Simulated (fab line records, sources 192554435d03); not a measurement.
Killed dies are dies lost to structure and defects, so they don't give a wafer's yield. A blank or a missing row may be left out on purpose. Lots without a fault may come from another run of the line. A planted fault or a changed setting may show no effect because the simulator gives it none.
A struck lot beside a sound one | flow n5_finfet | 40 steps out of a route of 1938
Sound: wafers L329.2, L329.5, L329.6. Struck: wafer L331.4. (L331.1, L331.2 of the same lot were not struck and are left out.) The cause comes at the end.
At each step with rows: each side's tool, then ch and its chambers, then its first start. Under that, the readings that differ: sound wafers | struck wafers | difference of the means | sigmas: that difference in standard deviations of wafers without a fault.
alike: readings whose means differ by less than 2 such deviations, and words and numbers that are the same on both sides. not compared: withheld readings, readings that some wafer has no value for, bounds like >300 that may hide the same value, and numbers for which the record gives no deviation and whose values overlap.
The two part at a step that has a row with sigmas, a row that says differs or no value, or rows on one side only. Numbers that don't overlap but have no deviation are shown without sigmas and don't part them. A reading that every wafer of one side lacks parts them only if that side has two wafers or more.

first, 9 steps without rows for these wafers: N5_BEOL_M5_DESCUM_33 (chemistry O2, time 7 s); N5_BEOL_M5_ETCH_75 (etches underlayer in N2/H2, target depth 6.5 nm, time 5.2 s); N5_BEOL_M5_ETCH_67 (etches SiARC in CF4, target depth 15.6 nm, time 26 s); N5_BEOL_M5_ETCH_68 (etches SOC in N2/H2, target depth 80 nm, overetch 16 nm, time 120 s); N5_BEOL_M5_STRIP_69 (strips in N2/H2); N5_BEOL_M5_STRIP_76 (strips in N2/H2); N5_BEOL_M5_VIA_ETCH_34 (etches SiCOH lowk in C4F6/O2, target depth 88.3 nm, time 39.2 s); N5_BEOL_M5_STRIP_85 (strips in C4F6/O2); N5_BEOL_M5_STRIP_36 (strips in N2/H2).
N5_BEOL_M5_TRENCH_ETCH_37: etches SiCOH lowk in C4F6/O2, target depth 71.652 nm, time 24.7 s.
  sound on rie_diel-04 ch 1,2, day 10 06:44; struck on rie_diel-04 ch 3, day 10 15:48
  reading                                    | sound             | struck | difference | sigmas
  drypump_motor_current_A (A)                | 5.2 5.2 5.8       | 6.3    | +0.9       | +2
  model.etch.depth_nm (nm)                   | 70.74 70.63 71.46 | 46.73  | -24.21     |
  model.BEOL_M5.feature_depth_nm (nm)        | 70.8 70.6 71.4    | 46.8   | -24.1      |
  model.TiN_of_BEOL_M5_HM_DEP_02.thk_nm (nm) | 18.2 18 17.8      | 18.6   | +0.6       |
  alike: C4F6_flow_sccm, oes_product_au, rf_vpp_V, showerhead_plenum_p_Torr, throttle_valve_pct
  not compared: rf_hours_counter_h
then, 2 steps without rows for these wafers: N5_BEOL_M5_ETCH_41 (etches SiCN in CH3F/O2, target depth 31.5 nm, time 56.7 s); N5_BEOL_M5_STRIP_91 (strips in N2/H2, time 10 s).
N5_BEOL_M5_OCD_MEAS_38:
  sound on ocd-02, day 10 06:53; struck on ocd-01, day 10 15:57
  reading              | sound          | struck | difference | sigmas
  trench_depth_nm (nm) | 70.7 70.2 72.0 | 46.8   | -24.2      | -25
then, 21 steps without rows for these wafers: N5_BEOL_M5_HM_STRIP_39 (strips TiN in peroxide tin strip, target depth 25 nm, time 158 s); N5_BEOL_M5_SRD_40 (time 30 s); N5_BEOL_M5_PRECLEAN_42 (cleans in residue remover, time 60 s); N5_BEOL_M5_SRD_43 (time 30 s); N5_BEOL_M5_CURE_80 (cures SiCOH lowk, time 120 s); N5_BEOL_M5_DEGAS_44 (time 60 s); N5_BEOL_M5_PRE_CLEAN_45 (time 30 s); N5_BEOL_M5_ALD_86 (deposits TaN, pulse time 2 s, purge time 3 s, co reactant purge time 2 s); N5_BEOL_M5_SURFACE_TREAT_87; N5_BEOL_M5_CVD_47 (deposits Co from CCTBA/H2, target thk 3 nm, time 216 s); N5_BEOL_M5_SPUTTER_48 (material Cu, target thk 15 nm, time 27.62 s); N5_BEOL_M5_ANNEAL_49 (time 1800 s); N5_BEOL_M5_SPUTTER_81 (material Cu, target thk 15 nm, time 27.62 s); N5_BEOL_M5_ANNEAL_82 (time 1800 s); N5_BEOL_M5_SPUTTER_83 (material Cu, target thk 15 nm, time 27.62 s); N5_BEOL_M5_ANNEAL_84 (time 1800 s); N5_BEOL_M5_SPUTTER_88 (material Cu, target thk 15 nm, time 27.62 s); N5_BEOL_M5_ANNEAL_89 (time 1800 s); N5_BEOL_M5_SPUTTER_90 (material Cu, target thk 4.5 nm, time 8.29 s); N5_BEOL_M5_ECD_50 (material Cu, target thk 300 nm); N5_BEOL_M5_ANNEAL_51 (time 90 s).
N5_BEOL_M5_CMP_52: polishes, stops on SiCOH lowk, t overpolish 6.9 s, target thk 62 nm.
  sound on cmp-03 ch 0,1,3, day 10 13:02; struck on cmp-03 ch 0, day 10 22:22
  reading                                | sound          | struck | difference | sigmas
  time_to_endpoint_s (s)                 | 61.9 58.2 63.6 | 67.8   | +6.6       | +2
  model.Cu_of_BEOL_M5_ECD_50.thk_nm (nm) | 60.8 60.6 62.8 | 38.4   | -23.0      |
  alike: barrier_field_endpoint_s, motor_current_A, overpolish_run_s
N5_BEOL_M5_THK_MEAS_53: measures by xrf.
  sound on film_metro-01, day 10 13:16; struck on film_metro-02, day 10 22:37
  reading     | sound          | struck | difference | sigmas
  M5_THK (nm) | 61.3 61.1 63.5 | 38.5   | -23.5      | -16
then, 2 steps without rows for these wafers: N5_BEOL_M5_PRE_CLEAN_77 (time 15 s); N5_BEOL_M5_CO_CAP_78 (material Co, precursor CCTBA/H2, target thk 2 nm, time 102.1 s).
N5_BEOL_M5_RS_MEAS_57: measures by four-point-probe.
  sound on film_metro-01, day 10 13:34; struck on film_metro-01, day 10 22:54
  reading        | sound             | struck | difference | sigmas
  M5_RS (ohm/sq) | 0.395 0.398 0.381 | 0.703  | +0.312     | +31
-- the record jumps here: 3 days lie between the struck wafers' starts before and after (it left off in module BEOL_M5 and takes up again in module BEOL_M15, whose first step shown is number 1830 of the route) --
N5_BEOL_M15_RC_MEAS_101:
  sound on prober-02 ch 0, day 13 23:30; struck on prober-02 ch 0, day 14 08:49
  reading                   | sound                     | struck   | difference | sigmas
  COMB_M11 (S/m)            | 1.14e-11 9.4e-12 1.31e-11 | 1.91e-11 | +7.80e-12  | +3
  SERP_M13 (ohm/um)         | 0.308 0.305 0.305         | 0.319    | +0.013     | +2
  SERP_M5 (ohm/um)          | 41.5 40.6 39.5            | 71.6     | +31.1      | +22
  SERP_M5_max_site (ohm/um) | 43.1 41.4 42.0            | 77.0     | +34.8      | +22
  alike: COMB_M10, COMB_M10_max_site, COMB_M12, COMB_M13, COMB_M14, COMB_M15, COMB_M6, COMB_M7, COMB_M7_max_site, COMB_M8, COMB_M9, SERP_M10, SERP_M10_max_site, SERP_M11, SERP_M11_max_site, SERP_M12, SERP_M14, SERP_M6, SERP_M7, SERP_M8, SERP_M8_max_site, SERP_M9, SERP_M9_max_site

WHERE THEY PART
First at N5_BEOL_M5_TRENCH_ETCH_37; last, within this record, at N5_BEOL_M15_RC_MEAS_101.

WHY: what the simulator had put in
Process parameter drift: rie_diel-04, from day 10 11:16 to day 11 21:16, at N5_BEOL_M5_TRENCH_ETCH_37. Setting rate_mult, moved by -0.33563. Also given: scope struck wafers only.
